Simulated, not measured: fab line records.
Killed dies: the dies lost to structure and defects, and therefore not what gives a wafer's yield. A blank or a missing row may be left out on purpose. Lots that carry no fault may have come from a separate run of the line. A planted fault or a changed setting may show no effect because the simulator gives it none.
fab line records | flow n5-finfet | part 2 of 2: steps 4 to 6 of 6
record lots=19 | wafers=57 | last-day=18
route steps=1938 shown BEOL_M0@731 BEOL_M1@797 BEOL_M2@881 BEOL_M3@932
lots that met no fault: from a run of the same line without faults
start-h: the number of hours between the record's first day and the start of the first shown wafer of the lot | wait-h: hours elapsed since this lot's preceding step | " as in the row above | L1.1+2: several wafers, shown together as one row | - either no value or no given start | * or withheld: withheld | < > ~ a bound
route shown NAME@n: a module of which the file shows steps, and the number in the route of the first | usual: mean/standard deviation taken from wafers without a fault | same: alike in all rows | chamber/n: place in a boat | sites: the reading at each site | _std_site: the values' standard deviation | _edge_site: inner sites' mean taken away from outer sites' mean | radius-mm: how far each site lies from the wafer's centre | mask NAME#n: copy n | behind: tool/chamber where the wafer was last shaped | hold: reason for holding the lot/hours on hold/outcome of the hold | device: the transistor (n, p or np) that didn't switch | end of line: the same wafers' tests at the end of the route | where a step has no rows: the recipe by itself | killed: dies lost to structure and defects at the first sort, not the wafer's yield | map: dies across one wafer; x = killed, . = not, _ = none there
set.NAME: the run value of the setting; set.NAME@STEP: its run value at that earlier step | model.NAME: the simulator's own value behind a step, which no gauge read
steps of the route over a sample of lots; a table a step, a row a wafer
services: the hour from which a tool's chamber was out of use, counted from the record's first day as start-h (under 0 if before that day), plus the number of hours and why
## steps
# step N5_BEOL_M2_ETCH_70
# recipe chemistry=N2/H2 | target=SOC | target-depth-a=800 | overetch-a=240 | mask-material=SiARC | temp-c=40 | time-s=130 | ion-energy-ev=200 | pressure-mtorr=30 | source-w=840 | bias-w=150 | n2-flow-sccm=200 | h2-flow-sccm=200
# usual chamber-pressure-mTorr=30.001/0.029 | drypump-motor-current-A=6.1/0.36 | h2-flow-sccm=200.1/0.58 | oes-product-au=0.59/0.065 | rf-vpp-V=523.8/2.1 | showerhead-plenum-p-Torr=2.55/0.07 | throttle-valve-pct=17.88/0.28
lot.wafer | tool        | chamber | start-h | wait-h | chamber-pressure-mTorr | drypump-motor-current-A | h2-flow-sccm | oes-product-au | rf-hours-counter-h | rf-vpp-V | showerhead-plenum-p-Torr | throttle-valve-pct
L075.2    | rie-diel-03 | 3       | 138.89  | 0.0    | 30.005                 | 6.3                     | 200.0        | 0.61           | 91                 | 524.2    | 2.57                     | 17.65
L075.3    | "           | 0       | "       | "      | 29.974                 | 5.8                     | 200.1        | 0.64           | 50                 | 526.3    | 2.58                     | 18.03
L075.6    | "           | 2       | "       | "      | 30.003                 | 5.5                     | 200.2        | 0.52           | -                  | 524.6    | 2.62                     | 18.35
L076.2    | rie-diel-04 | 3       | 151.43  | 0.0    | 29.996                 | 6.3                     | 200.5        | 0.51           | 237                | 518.7    | 2.40                     | 18.21
L076.4    | "           | 3       | "       | "      | 29.970                 | 6.4                     | 199.4        | 0.51           | -                  | 519.7    | 2.40                     | 18.19
L076.6    | "           | 1       | "       | "      | 29.985                 | 6.0                     | 201.2        | 0.52           | -                  | 524.4    | 2.54                     | 17.84
L077.2    | rie-diel-03 | 2       | 154.91  | 0.0    | 30.049                 | 5.5                     | 199.6        | 0.51           | 218                | 526.5    | 2.62                     | 18.37
L077.3    | "           | 1       | "       | "      | 30.027                 | 6.5                     | 199.0        | 0.70           | 3                  | 523.5    | 2.51                     | 17.92
L077.5    | "           | 0       | "       | "      | 29.995                 | 5.8                     | 202.1        | 0.63           | -                  | 524.5    | 2.58                     | 18.03
L078.2    | rie-diel-05 | 1       | 161.68  | 0.0    | 30.013                 | 6.2                     | 199.7        | 0.51           | 245                | 522.5    | 2.50                     | 18.15
L078.3    | "           | 0       | "       | "      | 30.037                 | 6.1                     | 199.8        | 0.62           | 66                 | 522.2    | 2.48                     | 17.61
L078.4    | "           | 3       | "       | "      | 29.996                 | 6.2                     | 199.7        | 0.53           | 203                | 525.1    | 2.63                     | 18.23
L080.2    | rie-diel-03 | 0       | 171.20  | 0.0    | 30.001                 | 5.8                     | 199.7        | 0.63           | 62                 | 527.1    | 2.58                     | 18.02
L080.3    | "           | 3       | "       | "      | 30.057                 | 6.3                     | 200.9        | 0.60           | 103                | 525.5    | 2.56                     | 17.64
L080.4    | "           | 2       | "       | "      | 30.025                 | 5.5                     | 200.9        | 0.51           | 224                | 526.1    | 2.62                     | 18.38
L079.1    | rie-diel-03 | 2       | 178.41  | 0.0    | 30.099                 | 5.5                     | 200.4        | 0.51           | 226                | 524.4    | 2.62                     | 18.38
L079.2    | "           | 3       | "       | "      | 30.031                 | 6.3                     | 201.6        | 0.59           | 106                | 524.2    | 2.56                     | 17.67
L079.5    | "           | 1       | "       | "      | 29.993                 | 6.5                     | 201.4        | 0.68           | -                  | 523.0    | 2.50                     | 17.93
L082.1    | rie-diel-03 | 0       | 189.38  | 0.0    | 29.982                 | 5.7                     | 200.0        | 0.62           | 69                 | 524.6    | 2.58                     | 18.06
L082.5    | "           | 2       | "       | "      | 30.011                 | 5.4                     | 200.8        | 0.51           | -                  | 525.0    | 2.61                     | 18.37
L082.6    | "           | 1       | "       | "      | 30.025                 | 6.5                     | 200.0        | 0.68           | -                  | 522.5    | 2.50                     | 17.92
L083.2    | rie-diel-05 | 2       | 192.83  | 0.0    | 29.993                 | 6.3                     | 200.1        | 0.59           | 87                 | 521.9    | 2.47                     | 17.59
L083.4    | "           | 2       | "       | "      | 30.008                 | 6.3                     | 200.3        | 0.59           | -                  | 521.7    | 2.47                     | 17.61
L083.5    | "           | 3       | "       | "      | 30.012                 | 6.2                     | 200.1        | 0.52           | -                  | 525.5    | 2.62                     | 18.28
L085.2    | rie-diel-04 | 0       | 208.72  | 0.0    | 30.011                 | 5.4                     | 199.9        | 0.71           | 8                  | 524.4    | 2.61                     | 17.51
L085.3    | "           | 3       | "       | "      | 30.037                 | 6.3                     | 200.4        | 0.70           | 2                  | 528.6    | 2.71                     | 17.79
L085.4    | "           | 1       | "       | "      | 29.981                 | 6.0                     | 200.6        | 0.50           | 203                | 523.6    | 2.53                     | 17.90
L087.2    | rie-diel-05 | 2       | 213.07  | 0.0    | 30.038                 | 6.3                     | 199.7        | 0.57           | 96                 | 522.0    | 2.46                     | 17.62
L087.4    | "           | 1       | "       | "      | 29.982                 | 6.3                     | 199.9        | 0.67           | -                  | 520.9    | 2.50                     | 17.78
L087.6    | "           | 2       | "       | "      | 29.992                 | 6.3                     | 199.5        | 0.58           | -                  | 522.2    | 2.46                     | 17.61
L089.1    | rie-diel-04 | 3       | 228.16  | 0.0    | 30.002                 | 6.3                     | 200.0        | 0.69           | 8                  | 528.4    | 2.71                     | 17.79
L089.2    | "           | 0       | "       | "      | 29.973                 | 5.4                     | 200.1        | 0.69           | 14                 | 525.1    | 2.61                     | 17.54
L089.3    | "           | 1       | "       | "      | 30.034                 | 6.0                     | 200.2        | 0.51           | 208                | 521.5    | 2.53                     | 17.91
L088.1    | rie-diel-05 | 3       | 234.54  | 0.0    | 29.973                 | 6.2                     | 200.2        | 0.51           | 228                | 525.1    | 2.62                     | 18.31
L088.3    | "           | 1       | "       | "      | 30.014                 | 6.3                     | 200.0        | 0.66           | 13                 | 523.1    | 2.49                     | 17.80
L088.5    | "           | 2       | "       | "      | 29.980                 | 6.3                     | 199.9        | 0.57           | -                  | 522.6    | 2.46                     | 17.62
L090.2    | rie-diel-03 | 0       | 240.54  | 0.0    | 30.035                 | 5.7                     | 199.3        | 0.61           | 89                 | 524.4    | 2.57                     | 18.10
L090.3    | "           | 2       | "       | "      | 30.006                 | 5.5                     | 200.1        | 0.50           | 249                | 525.0    | 2.61                     | 18.41
L090.4    | "           | 3       | "       | "      | 29.959                 | 6.3                     | 200.0        | 0.58           | 130                | 523.6    | 2.55                     | 17.71
L091.2    | rie-diel-05 | 3       | 244.11  | 0.0    | 30.018                 | 6.2                     | 200.0        | 0.52           | 232                | 526.0    | 2.62                     | 18.30
L091.3    | "           | 2       | "       | "      | 29.957                 | 6.3                     | 199.9        | 0.57           | 106                | 520.6    | 2.46                     | 17.61
L091.5    | "           | 3       | "       | "      | 29.976                 | 6.2                     | 200.5        | 0.51           | -                  | 524.8    | 2.62                     | 18.29
L092.2    | rie-diel-05 | 2       | 249.71  | 0.0    | 29.929                 | 6.3                     | 199.8        | 0.57           | 108                | 521.4    | 2.46                     | 17.65
L092.4    | "           | 0       | "       | "      | 29.990                 | 6.1                     | 200.5        | 0.60           | 99                 | 521.6    | 2.46                     | 17.69
L092.6    | "           | 3       | "       | "      | 30.016                 | 6.2                     | 200.2        | 0.52           | -                  | 525.0    | 2.61                     | 18.31
L094.2    | rie-diel-03 | 3       | 249.77  | 0.0    | 29.984                 | 6.3                     | 198.9        | 0.57           | 135                | 525.2    | 2.55                     | 17.73
L094.3    | "           | 1       | "       | "      | 29.978                 | 6.5                     | 199.8        | 0.64           | 36                 | 523.5    | 2.49                     | 17.95
L094.4    | "           | 1       | "       | "      | 30.009                 | 6.5                     | 199.8        | 0.63           | -                  | 523.1    | 2.49                     | 17.98
L095.1    | rie-diel-05 | 0       | 271.80  | 0.0    | 30.001                 | 6.0                     | 200.5        | 0.59           | 105                | 519.8    | 2.46                     | 17.69
L095.3    | "           | 2       | "       | "      | 30.041                 | 6.3                     | 200.2        | 0.57           | 115                | 520.9    | 2.46                     | 17.65
L095.5    | "           | 3       | "       | "      | 30.022                 | 6.2                     | 200.1        | 0.52           | -                  | 526.1    | 2.61                     | 18.31
L097.2    | rie-diel-03 | 3       | 276.06  | 0.0    | 30.005                 | 6.3                     | 199.1        | 0.57           | 146                | 525.0    | 2.54                     | 17.73
L097.3    | "           | 1       | "       | "      | 29.997                 | 6.5                     | 199.9        | 0.63           | 48                 | 522.0    | 2.49                     | 17.99
L097.5    | "           | 1       | "       | "      | 30.036                 | 6.5                     | 199.9        | 0.63           | -                  | 522.1    | 2.49                     | 17.99
L096.1    | rie-diel-05 | 3       | 279.32  | 0.0    | 30.030                 | 6.2                     | 200.2        | 0.51           | 243                | 525.1    | 2.61                     | 18.31
L096.3    | "           | 0       | "       | "      | 29.993                 | 6.0                     | 200.4        | 0.58           | 108                | 521.4    | 2.46                     | 17.70
L096.5    | "           | 0       | "       | "      | 29.966                 | 6.1                     | 200.0        | 0.59           | -                  | 522.4    | 2.46                     | 17.68
# step N5_BEOL_M2_ALD_84
# recipe material=TaN | target-thk-a=* | temp-c=275 | ald-precursor-family=PDMAT | ald-co-reactant=NH3 | pressure-torr=3 | carrier-flow-sccm=1500 | pulse-time-s=2 | purge-time-s=3 | co-reactant-purge-time-s=2 | co-reactant-pulse-time-s=3 | ald-cycles=30 | precursor-vessel-temp-c=75 | precursor-vessel-pressure-torr=26.25 | precursor-vessel-carrier-sccm=1000
# usual heater-power-w=428/34 | precursor-vessel-pressure-torr=26.24/0.05 | precursor-vessel-temp-c=75.00/0.13
# same co-reactant-purge-time-s=2
lot.wafer | tool         | chamber | start-h | wait-h | heater-power-w | precursor-vessel-pressure-torr | precursor-vessel-temp-c | since-wet-clean-h
L075.2    | ald-metal-01 | 1       | 139.76  | 0.0    | 481            | 26.31                          | 75.08                   | 2880
L075.3    | "            | 3       | "       | "      | 466            | 26.19                          | 75.11                   | 2880
L075.6    | "            | 3       | "       | "      | 462            | 26.20                          | 74.98                   | -
L076.2    | ald-metal-01 | 1       | 152.47  | 0.1    | 470            | 26.20                          | 74.83                   | 2892
L076.4    | "            | 3       | "       | "      | 472            | 26.23                          | 74.94                   | 2892
L076.6    | "            | 3       | "       | "      | 464            | 26.26                          | 75.06                   | -
L077.2    | ald-metal-03 | 0       | 155.63  | 0.1    | 395            | 26.33                          | 74.71                   | 5972
L077.3    | "            | 1       | "       | "      | 501            | 26.30                          | 75.09                   | 5972
L077.5    | "            | 0       | "       | "      | 398            | 26.21                          | 74.95                   | -
L078.2    | ald-metal-03 | 3       | 163.60  | 0.0    | 410            | 26.30                          | 75.26                   | 5980
L078.3    | "            | 0       | "       | "      | 395            | 26.29                          | 74.91                   | 5980
L078.4    | "            | 0       | "       | "      | 393            | 26.23                          | 74.83                   | -
L080.2    | ald-metal-03 | 3       | 171.94  | 0.0    | 398            | 26.22                          | 74.98                   | 5989
L080.3    | "            | 0       | "       | "      | 400            | 26.27                          | 74.80                   | 5989
L080.4    | "            | 2       | "       | "      | 394            | 26.24                          | 74.92                   | 5989
L079.1    | ald-metal-01 | 1       | 179.23  | 0.1    | 467            | 26.15                          | 75.11                   | 2919
L079.2    | "            | 2       | "       | "      | 427            | 26.17                          | 74.62                   | 2919
L079.5    | "            | 1       | "       | "      | 466            | 26.21                          | 75.07                   | -
L082.1    | ald-metal-01 | 2       | 190.36  | 0.1    | 431            | 26.25                          | 75.07                   | 2930
L082.5    | "            | 3       | "       | "      | 473            | 26.29                          | 75.01                   | -
L082.6    | "            | 2       | "       | "      | 435            | 26.26                          | 75.10                   | -
L083.2    | ald-metal-03 | 1       | 193.94  | 0.1    | 476            | 26.24                          | 75.16                   | 6011
L083.4    | "            | 3       | "       | "      | 392            | 26.30                          | 75.11                   | 6011
L083.5    | "            | 3       | "       | "      | 395            | 26.24                          | 75.05                   | -
L085.2    | ald-metal-01 | 2       | 209.54  | 0.0    | 434            | 26.17                          | 75.10                   | 2949
L085.3    | "            | 1       | "       | "      | 466            | 26.24                          | 75.07                   | 2949
L085.4    | "            | 3       | "       | "      | 470            | 26.26                          | 74.88                   | 2949
L087.2    | ald-metal-02 | 3       | 214.17  | 0.1    | 444            | 26.25                          | 75.10                   | 1415
L087.4    | "            | 1       | "       | "      | 424            | 26.27                          | 74.85                   | 1415
L087.6    | "            | 1       | "       | "      | 424            | 26.27                          | 74.95                   | -
L089.1    | ald-metal-01 | 1       | 229.06  | 0.1    | 473            | 26.26                          | 74.90                   | 2969
L089.2    | "            | 2       | "       | "      | 424            | 26.14                          | 75.05                   | 2969
L089.3    | "            | 0       | "       | "      | 419            | 26.27                          | 75.15                   | 2969
L088.1    | ald-metal-01 | 3       | 235.26  | 0.0    | 472            | 26.32                          | 74.91                   | 2975
L088.3    | "            | 1       | "       | "      | 490            | 26.26                          | 74.96                   | 2975
L088.5    | "            | 0       | "       | "      | 422            | 26.26                          | 75.14                   | -
L090.2    | ald-metal-02 | 3       | 241.51  | 0.0    | 434            | 26.22                          | 74.91                   | 1443
L090.3    | "            | 1       | "       | "      | 423            | 26.24                          | 75.01                   | 1443
L090.4    | "            | 2       | "       | "      | 383            | 26.31                          | 75.01                   | 1443
L091.2    | ald-metal-02 | 0       | 245.33  | 0.1    | 416            | 26.26                          | 74.88                   | 1447
L091.3    | "            | 3       | "       | "      | 440            | 26.27                          | 75.07                   | 1447
L091.5    | "            | 3       | "       | "      | 443            | 26.33                          | 75.09                   | -
L092.2    | ald-metal-02 | 1       | 250.83  | 0.2    | 414            | 26.27                          | 74.86                   | 1452
L092.4    | "            | 0       | "       | "      | 408            | 26.23                          | 74.94                   | 1452
L092.6    | "            | 3       | "       | "      | 438            | 26.19                          | 74.92                   | -
L094.2    | ald-metal-03 | 1       | 250.92  | 0.2    | 484            | 26.29                          | 74.95                   | 6068
L094.3    | "            | 0       | "       | "      | 379            | 26.23                          | 74.85                   | 6068
L094.4    | "            | 3       | "       | "      | 401            | 26.23                          | 74.93                   | 6068
L095.1    | ald-metal-01 | 1       | 272.63  | 0.0    | 476            | 26.26                          | 75.04                   | 3012
L095.3    | "            | 2       | "       | "      | 442            | 26.19                          | 75.12                   | 3012
L095.5    | "            | 3       | "       | "      | 471            | 26.31                          | 75.11                   | -
L097.2    | ald-metal-02 | 2       | 276.89  | 0.0    | 394            | 26.24                          | 74.91                   | 1478
L097.3    | "            | 3       | "       | "      | 438            | 26.29                          | 75.03                   | 1478
L097.5    | "            | 0       | "       | "      | 414            | 26.18                          | 74.93                   | -
L096.1    | ald-metal-02 | 1       | 280.84  | 0.0    | 418            | 26.28                          | 75.16                   | 1482
L096.3    | "            | 2       | "       | "      | 383            | 26.24                          | 74.82                   | 1482
L096.5    | "            | 3       | "       | "      | 437            | 26.29                          | 75.09                   | -
# step N5_BEOL_M3_THK_MEAS_01
# recipe reads=SiOC_of_BEOL_M3_ILD_DEP_00
# usual M3_ILD_THK=78.9/1
lot.wafer | tool          | chamber | start-h | wait-h | M3_ILD_THK[nm]
L075.2    | film-metro-02 | -       | 143.51  | 0.1    | 78.4
L075.3    | "             | -       | "       | "      | 78.6
L075.6    | "             | -       | "       | "      | 80.1
L076.2    | film-metro-02 | -       | 155.95  | 0.1    | 77.9
L076.4    | "             | -       | "       | "      | 79.1
L076.6    | "             | -       | "       | "      | 78.6
L077.2    | film-metro-02 | -       | 160.68  | 0.1    | 78.2
L077.3    | "             | -       | "       | "      | 77.6
L077.5    | "             | -       | "       | "      | 79.0
L078.2    | film-metro-01 | -       | 167.00  | 0.1    | 76.6
L078.3    | "             | -       | "       | "      | 77.5
L078.4    | "             | -       | "       | "      | 79.0
L080.2    | film-metro-02 | -       | 175.33  | 0.1    | 78.7
L080.3    | "             | -       | "       | "      | 79.1
L080.4    | "             | -       | "       | "      | 80.7
L079.1    | film-metro-02 | -       | 182.89  | 0.0    | 77.4
L079.2    | "             | -       | "       | "      | 76.9
L079.5    | "             | -       | "       | "      | 78.0
L082.1    | film-metro-02 | -       | 193.99  | 0.0    | 76.9
L082.5    | "             | -       | "       | "      | 79.1
L082.6    | "             | -       | "       | "      | 78.3
L083.2    | film-metro-02 | -       | 197.71  | 0.1    | 77.4
L083.4    | "             | -       | "       | "      | 79.1
L083.5    | "             | -       | "       | "      | 78.0
L085.2    | film-metro-01 | -       | 215.08  | 0.1    | 78.9
L085.3    | "             | -       | "       | "      | 78.6
L085.4    | "             | -       | "       | "      | 78.6
L087.2    | film-metro-01 | -       | 218.18  | 0.1    | 78.1
L087.4    | "             | -       | "       | "      | 79.4
L087.6    | "             | -       | "       | "      | 79.0
L089.1    | film-metro-02 | -       | 232.73  | 0.0    | 79.7
L089.2    | "             | -       | "       | "      | 78.8
L089.3    | "             | -       | "       | "      | 81.5
L088.1    | film-metro-02 | -       | 238.86  | 0.0    | 78.8
L088.3    | "             | -       | "       | "      | 78.8
L088.5    | "             | -       | "       | "      | 80.4
L090.2    | film-metro-02 | -       | 245.13  | 0.1    | 78.3
L090.3    | "             | -       | "       | "      | 78.7
L090.4    | "             | -       | "       | "      | 80.3
L091.2    | film-metro-02 | -       | 249.92  | 0.1    | 79.2
L091.3    | "             | -       | "       | "      | 79.4
L091.5    | "             | -       | "       | "      | 81.5
L092.2    | film-metro-01 | -       | 254.42  | 0.1    | 78.4
L092.4    | "             | -       | "       | "      | 80.5
L092.6    | "             | -       | "       | "      | 80.2
L094.2    | film-metro-02 | -       | 254.55  | 0.1    | 78.8
L094.3    | "             | -       | "       | "      | 78.0
L094.4    | "             | -       | "       | "      | 78.8
L095.1    | film-metro-02 | -       | 277.73  | 0.0    | 78.8
L095.3    | "             | -       | "       | "      | 78.0
L095.5    | "             | -       | "       | "      | 79.9
L097.2    | film-metro-02 | -       | 280.36  | 0.1    | 78.3
L097.3    | "             | -       | "       | "      | 79.6
L097.5    | "             | -       | "       | "      | 79.7
L096.1    | film-metro-02 | -       | 284.60  | 0.0    | 78.9
L096.3    | "             | -       | "       | "      | 78.5
L096.5    | "             | -       | "       | "      | 79.7
## services
tool         | chamber | start-h | hours | kind
rie-diel-02  | 0       | 100.79  | 3.5   | repair
rie-diel-02  | 0       | 104.59  | 9.6   | repair
ald-metal-01 | 0       | 107.44  | 20.9  | repair
ald-metal-03 | 1       | 113.25  | 24.0  | repair
ald-metal-03 | 2       | 116.12  | 4.3   | repair
rie-diel-02  | 3       | 125.78  | 8.9   | repair
ald-metal-03 | 2       | 139.43  | 27.2  | repair
ald-metal-02 | -       | 148.37  | 1.7   | repair
rie-diel-04  | 0       | 154.52  | 2.4   | repair
rie-diel-04  | 0       | 161.59  | 5.3   | repair
rie-diel-06  | 0       | 161.86  | 8.2   | repair
rie-diel-03  | 1       | 165.50  | 5.0   | repair
rie-diel-05  | 1       | 177.38  | -     | clean
rie-diel-05  | 1       | 177.38  | -     | consumable-replace:focus-ring
rie-diel-05  | 1       | 177.38  | 21.6  | scheduled-down
rie-diel-05  | 1       | 177.38  | 21.6  | vent-cycle
ald-metal-01 | -       | 202.06  | 2.8   | pm
rie-diel-05  | 3       | 202.56  | 13.1  | repair
ald-metal-04 | -       | 219.47  | 1.0   | repair
ald-metal-02 | 2       | 219.82  | 18.5  | repair
rie-diel-01  | 2       | 235.65  | 2.4   | repair
rie-diel-01  | 3       | 236.99  | 5.4   | repair
rie-diel-01  | 0       | 277.94  | 1.8   | repair
rie-diel-01  | 3       | 279.67  | 7.2   | repair
